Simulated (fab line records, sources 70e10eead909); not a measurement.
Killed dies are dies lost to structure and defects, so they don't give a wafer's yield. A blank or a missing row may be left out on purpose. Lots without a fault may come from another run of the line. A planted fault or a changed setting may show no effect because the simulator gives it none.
fab line records | flow nand_harc
record lots=14 wafers=42 last_day=33
route steps=1302 shown P_BONDPAD@376 A_ZERO_WELL@404 A_SOURCE_PLATE@418
lots that met no fault: from a run of the same line without faults
start_h: hours from the record's first day to the start of the lot's first wafer shown | wait_h: hours since the lot's step before | " the same as in the row above | L1.1+2: a row that stands for several wafers | - no value, or no start given | * or withheld: withheld | < > ~ a bound
route shown NAME@n: a module of which the file shows steps, and the number in the route of the first | usual: mean/standard deviation of fault-free wafers | same: alike in all rows | chamber/n: place in a boat | sites: the reading at each site | _std_site: their standard deviation | _edge_site: outer sites' mean less inner sites' | radius_mm: how far each site lies from the wafer's centre | mask NAME#n: copy n | behind: the tool/chamber that last shaped the wafer | hold: why the lot was held/for how many hours/how that ended | device: the transistor (n, p or np) that didn't switch | end of line: the same wafers' tests at the end of the route | a step without rows: its recipe alone | killed: dies lost to structure and defects at the first sort, not the wafer's yield | map: a wafer's dies, x killed, . not, _ none there
set.NAME: the setting as run; set.NAME@STEP: as run at that earlier step | model.NAME: the simulator's own value behind a step, which no gauge read
steps of the route over a sample of lots; a table a step, a row a wafer
services: from which hour (start_h, from the record's first day; less than 0 if before it) a tool's chamber was out of use, for how many hours, and why
## steps
# step NHARC_P_BONDPAD_PVD_17
# recipe target_thk_a=50 bias_v=168.6 power_w=15000 chamber_pressure_pa=0.12 time_s=8.06 substrate_temp_c=50 material=TaN
# usual throttle_valve_pct=30.1/0.94
# columns lot.wafer tool chamber start_h wait_h throttle_valve_pct
L128.1 pvd_sputter-03 - - - 30.2
L128.4 " - " " 28.6
L128.6 " - " " 29.2
L129.4 pvd_sputter-01 - - - 29.7
L129.3 " - " " 30.5
L129.5 " - " " 29.7
L130.3 pvd_sputter-03 - - - 30.1
L130.6 " - " " 30.0
L130.5 " - " " 29.0
L132.3 pvd_sputter-02 - - - 32.4
L132.4 " - " " 32.2
L132.6 " - " " 30.2
L133.4 pvd_sputter-03 - - - 28.9
L133.3 " - " " 29.1
L133.5 " - " " 29.0
L134.1 pvd_sputter-02 - - - 32.2
L134.6 " - " " 30.3
L134.5 " - " " 30.1
L137.4 pvd_sputter-02 - - - 32.3
L137.1 " - " " 30.4
L137.5 " - " " 32.0
L136.4 pvd_sputter-03 - - - 30.5
L136.3 " - " " 29.1
L136.6 " - " " 30.1
L138.3 pvd_sputter-02 - - - 30.1
L138.2 " - " " 32.2
L138.5 " - " " 30.3
L139.4 pvd_sputter-01 - - - 29.7
L139.3 " - " " 29.2
L139.1 " - " " 29.7
L147.1 pvd_sputter-02 - - - 30.8
L147.4 " - " " 31.6
L147.5 " - " " 30.0
L148.1 pvd_sputter-02 - - - 30.9
L148.4 " - " " 31.3
L148.6 " - " " 29.4
L150.3 pvd_sputter-02 - - - 31.8
L150.4 " - " " 29.7
L150.5 " - " " 32.2
L151.1 pvd_sputter-02 - - - 31.4
L151.4 " - " " 29.6
L151.5 " - " " 31.9
# step NHARC_P_BONDPAD_PVD_27
# recipe target_thk_a=300 chamber_pressure_pa=5 power_w=5000 substrate_temp_c=30 time_s=20.49 material=Cu
# usual throttle_valve_pct=30.1/0.99
# columns lot.wafer tool chamber start_h wait_h throttle_valve_pct
L128.4 pvd_sputter-03 - - - 29.9
L128.1 " - " " 30.2
L128.6 " - " " 29.8
L129.3 pvd_sputter-01 - - - 28.8
L129.4 " - " " 29.9
L129.5 " - " " 30.6
L130.3 pvd_sputter-03 - - - 28.7
L130.5 " - " " 30.0
L130.6 " - " " 28.9
L132.3 pvd_sputter-02 - - - 32.4
L132.4 " - " " 30.3
L132.6 " - " " 32.1
L133.4 pvd_sputter-03 - - - 29.0
L133.3 " - " " 30.3
L133.5 " - " " 29.0
L134.1 pvd_sputter-02 - - - 30.2
L134.6 " - " " 30.1
L134.5 " - " " 32.2
L137.4 pvd_sputter-02 - - - 32.2
L137.1 " - " " 32.5
L137.5 " - " " 30.1
L136.4 pvd_sputter-03 - - - 30.1
L136.3 " - " " 28.9
L136.6 " - " " 30.5
L138.2 pvd_sputter-02 - - - 30.3
L138.3 " - " " 32.1
L138.5 " - " " 30.4
L139.3 pvd_sputter-01 - - - 30.0
L139.1 " - " " 29.7
L139.4 " - " " 30.1
L147.1 pvd_sputter-02 - - - 31.7
L147.4 " - " " 32.0
L147.5 " - " " 31.9
L148.1 pvd_sputter-02 - - - 31.4
L148.4 " - " " 30.6
L148.6 " - " " 31.3
L150.4 pvd_sputter-02 - - - 30.9
L150.3 " - " " 29.7
L150.5 " - " " 31.9
L151.1 pvd_sputter-02 - - - 29.6
L151.4 " - " " 31.6
L151.5 " - " " 30.7
# step NHARC_A_ZERO_WELL_ETCH_19
# recipe target_depth_a=800 overetch_a=240 time_s=87.88 ion_energy_ev=200 n2_flow_sccm=150 h2_flow_sccm=150 ar_flow_sccm=0 rf_w=400 bias_w=150 chemistry=N2/H2
# usual drypump_motor_current_A=5.8/0.5 oes_product_au=0.998/0.008 rf_vpp_V=430.3/2.4 showerhead_plenum_p_Torr=2.03/0.082 throttle_valve_pct=14.171/0.0092
# columns lot.wafer tool chamber start_h wait_h drypump_motor_current_A oes_product_au rf_hours_counter_h rf_vpp_V showerhead_plenum_p_Torr throttle_valve_pct
L128.1 rie_diel-02 1 136.74 0.1 6.8 0.994 2 433.9 2.15 14.185
L128.4 " 2 " " 5.2 1.010 2 428.5 1.97 14.161
L128.6 " 2 " " 5.2 1.003 - 429.2 1.97 14.175
L129.3 rie_diel-02 2 148.38 0.1 5.2 1.010 3 428.9 1.97 14.173
L129.4 " 3 " " 5.6 0.989 - 427.7 1.92 14.187
L129.5 " 2 " " 5.2 0.997 - 429.1 1.97 14.171
L130.3 rie_diel-02 3 161.44 0.1 5.6 1.006 3 427.4 1.92 14.166
L130.5 " 0 " " 6.0 0.997 - 432.3 2.09 14.181
L130.6 " 1 " " 6.8 1.001 - 433.1 2.15 14.159
L132.3 rie_diel-13 1 174.93 0.1 5.4 1.007 0 428.0 2.00 14.186
L132.4 " 3 " " 5.4 0.979 0 431.1 2.06 14.184
L132.6 " 1 " " 5.4 1.002 - 430.6 2.00 14.169
L133.4 rie_diel-02 3 190.49 0.1 5.5 0.996 4 428.6 1.92 14.184
L133.3 " 0 " " 6.0 0.995 3 430.9 2.09 14.161
L133.5 " 3 " " 5.6 0.994 - 427.8 1.92 14.179
L134.1 rie_diel-02 3 195.86 0.1 5.6 1.003 4 426.9 1.92 14.158
L134.6 " 2 " " 5.2 1.012 - 429.1 1.97 14.161
L134.5 " 3 " " 5.5 0.990 - 426.9 1.92 14.177
L137.4 rie_diel-13 1 221.07 0.1 5.5 1.006 6 429.8 2.00 14.176
L137.1 " 0 " " 5.7 1.003 7 428.7 2.03 14.182
L137.5 " 1 " " 5.4 1.002 - 429.6 2.00 14.170
L136.4 rie_diel-09 3 222.37 0.1 5.5 1.007 21 430.6 2.06 14.164
L136.3 " 1 " " 5.5 0.999 21 432.6 2.07 14.168
L136.6 " 3 " " 5.5 1.010 - 430.5 2.06 14.186
L138.2 rie_diel-02 1 233.10 0.1 6.8 0.986 0 433.5 2.15 14.173
L138.3 " 2 " " 5.2 1.002 0 429.0 1.96 14.171
L138.5 " 2 " " 5.2 1.004 - 428.7 1.97 14.181
L139.1 rie_diel-02 3 245.64 0.1 5.6 0.987 0 427.5 1.92 14.180
L139.4 " 3 " " 5.5 0.993 - 428.3 1.92 14.172
L139.3 " 0 " " 6.0 0.990 - 431.4 2.09 14.183
L147.4 rie_diel-02 2 328.47 0.1 5.2 1.014 2 428.5 1.96 14.166
L147.1 " 3 " " 5.6 0.995 2 425.7 1.92 14.180
L147.5 " 3 " " 5.6 0.994 - 426.6 1.92 14.169
L148.1 rie_diel-02 0 336.04 0.1 6.0 0.998 3 430.7 2.09 14.166
L148.4 " 1 " " 6.8 1.015 3 434.7 2.15 14.169
L148.6 " 1 " " 6.8 1.003 - 433.3 2.15 14.172
L150.4 rie_diel-09 3 354.60 0.1 5.5 1.002 6 431.1 2.04 14.171
L150.3 " 2 " " 5.8 1.016 9 427.5 1.93 14.159
L150.5 " 0 " " 6.1 0.995 - 431.2 2.07 14.176
L151.1 rie_diel-02 2 368.76 0.1 5.2 1.004 3 428.0 1.96 14.164
L151.5 " 3 " " 5.6 0.998 - 427.3 1.92 14.173
L151.4 " 2 " " 5.2 1.000 - 429.2 1.96 14.158
# step NHARC_A_SOURCE_PLATE_CVD_03
# recipe target_thk_a=2000 temp_c=620 pressure_mtorr=200 time_s=4000 material=poly-Si
# usual pressure_mtorr=200.0/0.42 run_length_s=4001.1/0.56 spike_tc_bottom_C=639.2/0.98 spike_tc_lower_C=619.5/0.96 spike_tc_top_C=636.8/2.5 zone_power_bottom_pct=13.0/1.8
# columns lot.wafer tool chamber start_h wait_h pressure_mtorr run_length_s spike_tc_bottom_C spike_tc_lower_C spike_tc_top_C zone_power_bottom_pct
L128.1 lpcvd_poly-02 0 148.57 - 199.8 4002.0 640.6 618.7 635.5 13.8
L128.4 " 0 " " 199.3 4002.0 639.9 619.7 636.4 13.7
L128.6 " 0 " " 199.8 4002.0 639.8 620.9 635.8 14.0
L129.3 lpcvd_poly-02 0 159.72 - 199.5 4001.6 638.8 618.5 635.8 13.7
L129.4 " 0 " " 199.7 4001.6 639.1 619.9 636.7 14.0
L129.5 " 0 " " 199.8 4001.6 640.6 620.2 636.7 13.8
L130.3 lpcvd_poly-02 0 172.46 - 200.2 4001.7 639.2 618.7 637.3 13.5
L130.5 " 0 " " 200.1 4001.7 637.9 619.6 637.5 13.9
L130.6 " 0 " " 200.1 4001.7 639.8 621.4 636.3 13.8
L132.3 lpcvd_poly-02 0 187.89 - 199.7 4001.3 641.2 620.3 636.1 13.7
L132.4 " 0 " " 200.4 4001.3 640.0 617.7 635.8 13.9
L132.6 " 0 " " 200.0 4001.3 639.0 618.3 636.0 13.9
L133.3 lpcvd_poly-02 0 202.47 - 200.1 4001.6 638.0 618.5 636.9 13.7
L133.4 " 0 " " 200.6 4001.6 637.8 619.3 637.5 13.7
L133.5 " 0 " " 199.8 4001.6 641.0 619.3 638.5 13.5
L134.1 lpcvd_poly-01 0 207.24 - 200.4 4000.4 638.5 618.9 639.6 14.8
L134.5 " 0 " " 199.3 4000.4 639.2 619.6 642.2 14.7
L134.6 " 0 " " 200.0 4000.4 638.7 622.0 642.4 14.8
L136.3 lpcvd_poly-04 0 231.90 - 200.3 4001.1 639.3 618.6 632.9 10.4
L136.4 " 0 " " 199.9 4001.1 640.3 619.7 634.8 10.3
L136.6 " 0 " " 200.3 4001.1 638.5 618.2 634.7 10.4
L137.1 lpcvd_poly-04 0 231.90 - 200.3 4001.1 638.2 618.4 634.5 10.4
L137.4 " 0 " " 200.3 4001.1 641.4 619.0 634.5 10.6
L137.5 " 0 " " 200.5 4001.1 638.8 619.2 632.9 10.4
L138.2 lpcvd_poly-02 - 244.04 - - - - - - -
L138.3 " - " " - - - - - -
L138.5 " - " " - - - - - -
L139.1 lpcvd_poly-02 - 256.70 - - - - - - -
L139.3 " - " " - - - - - -
L139.4 " - " " - - - - - -
L147.1 lpcvd_poly-01 0 339.25 - 199.6 4000.3 639.3 619.7 641.8 14.9
L147.4 " 0 " " 200.2 4000.3 638.5 618.6 639.4 14.8
L147.5 " 0 " " 200.3 4000.3 639.0 619.6 640.9 14.8
L148.1 lpcvd_poly-01 0 347.06 - 200.5 4000.4 637.0 620.8 640.4 14.8
L148.4 " 0 " " 201.2 4000.4 637.3 619.4 638.6 14.8
L148.6 " 0 " " 199.7 4000.4 639.6 620.5 640.8 14.6
L150.3 lpcvd_poly-04 0 365.24 - 200.1 4001.1 639.2 619.7 634.7 10.5
L150.4 " 0 " " 199.9 4001.1 637.9 619.5 632.6 10.5
L150.5 " 0 " " 200.4 4001.1 638.4 619.0 635.1 10.6
L151.1 lpcvd_poly-01 0 381.41 - 200.4 4000.4 640.1 620.0 639.0 14.7
L151.4 " 0 " " 200.2 4000.4 638.3 620.2 641.4 14.9
L151.5 " 0 " " 200.1 4000.4 640.6 620.0 638.8 15.0
# step NHARC_A_SOURCE_PLATE_THK_MEAS_06
# recipe thk_meas_gauge=ellipsometry
# usual thk_nm=198.8/2.3
# columns lot.wafer tool chamber start_h wait_h thk_nm
L128.1 film_metro-01 - 158.53 0.4 198.2
L128.4 " - " " 198.3
L128.6 " - " " 199.1
L129.3 film_metro-02 - 170.85 0.4 198.3
L129.4 " - " " 196.6
L129.5 " - " " 199.8
L130.3 film_metro-02 - 182.84 0.4 201.2
L130.5 " - " " 194.4
L130.6 " - " " 200.2
L132.3 film_metro-02 - 198.45 0.4 199.9
L132.4 " - " " 200.9
L132.6 " - " " 199.9
L133.3 film_metro-02 - 212.51 0.4 203.1
L133.4 " - " " 201.2
L133.5 " - " " 200.0
L134.1 film_metro-01 - 220.41 0.4 202.1
L134.5 " - " " 199.6
L134.6 " - " " 201.7
L137.1 film_metro-01 - 242.32 0.4 201.6
L137.4 " - " " 197.8
L137.5 " - " " 199.1
L136.3 film_metro-02 - 242.33 0.4 201.9
L136.4 " - " " 200.5
L136.6 " - " " 201.0
L138.2 film_metro-01 - 254.80 0.4 49.8
L138.3 " - " " 50.8
L138.5 " - " " 49.7
L139.1 film_metro-02 - 266.72 0.4 49.6
L139.3 " - " " 50.6
L139.4 " - " " 49.9
L147.1 film_metro-01 - 349.21 0.4 198.7
L147.4 " - " " 199.9
L147.5 " - " " 200.1
L148.1 film_metro-02 - 357.47 0.4 198.2
L148.4 " - " " 198.8
L148.6 " - " " 198.3
L150.3 film_metro-01 - 375.78 0.4 192.8
L150.4 " - " " 193.6
L150.5 " - " " 192.3
L151.1 film_metro-01 - 394.91 0.4 198.0
L151.4 " - " " 198.1
L151.5 " - " " 197.3
## services
# columns tool chamber start_h hours kind
lpcvd_poly-02 - 117.27 23.1 repair
pvd_sputter-01 - 129.67 5.2 repair
rie_diel-02 0 143.90 6.3 repair
pvd_sputter-02 - 149.27 9.7 repair
pvd_sputter-03 - 170.13 10.0 pm
pvd_sputter-01 - 189.82 7.3 repair
pvd_sputter-03 - 192.50 1.2 repair
rie_diel-02 - 203.36 1.0 repair
lpcvd_poly-02 - 206.00 26.0 pm
rie_diel-02 - 216.70 9.0 pm
pvd_sputter-01 - 226.00 10.0 pm
rie_diel-02 2 239.87 6.8 repair
rie_diel-02 1 241.99 12.7 repair
rie_diel-02 3 250.23 28.1 repair
pvd_sputter-02 - 269.92 1.1 repair
rie_diel-02 2 271.02 8.7 repair
pvd_sputter-01 - 275.51 0.8 repair
pvd_sputter-02 - 282.00 10.0 pm
rie_diel-02 - 283.87 1.1 repair
rie_diel-02 1 305.71 5.7 repair
pvd_sputter-03 - 317.44 3.2 repair
pvd_sputter-03 - 321.47 2.4 repair
pvd_sputter-03 - 348.13 10.0 pm
rie_diel-02 0 361.51 8.9 repair
## key
first_sign step=NHARC_A_SOURCE_PLATE_CVD_03 reading=tool_record direction=missing
effect step=NHARC_A_SOURCE_PLATE_THK_MEAS_06 reading=thk_nm direction=down sigmas=66 usual=198.8 struck=50.1
met_at NHARC_A_SOURCE_PLATE_CVD_03
struck_lots L138,L139
later_rows_left_out L138.2,L138.3,L138.5,L139.1,L139.3,L139.4
sort_left_out L138.2,L138.3,L138.5,L139.1,L139.3,L139.4
tester_left_out L138,L139
not_acting_at NHARC_P_BONDPAD_PVD_17,NHARC_P_BONDPAD_PVD_27,NHARC_A_ZERO_WELL_ETCH_19
onset_between 202.47 244.04
fault kind=skipped_step_whole tool=lpcvd_poly-02 chamber=- onset_h=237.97 steps=NHARC_A_SOURCE_PLATE_CVD_03 scope=struck_lots_only
# tester_left_out: of these lots the tester's yield and bins aren't shown, on N5 and GAA mostly nor the transistor test; their killed dies are dies lost to structure and defects alone, not to doping, threshold or leakage, so they don't give the yield
# sort_left_out: the simulated sort isn't trusted on such a fault, so these wafers' sort isn't shown, and their yield isn't known
# later_rows_left_out: the simulator's readings of these wafers behind a module that went badly wrong aren't trusted and aren't shown, but for the sort
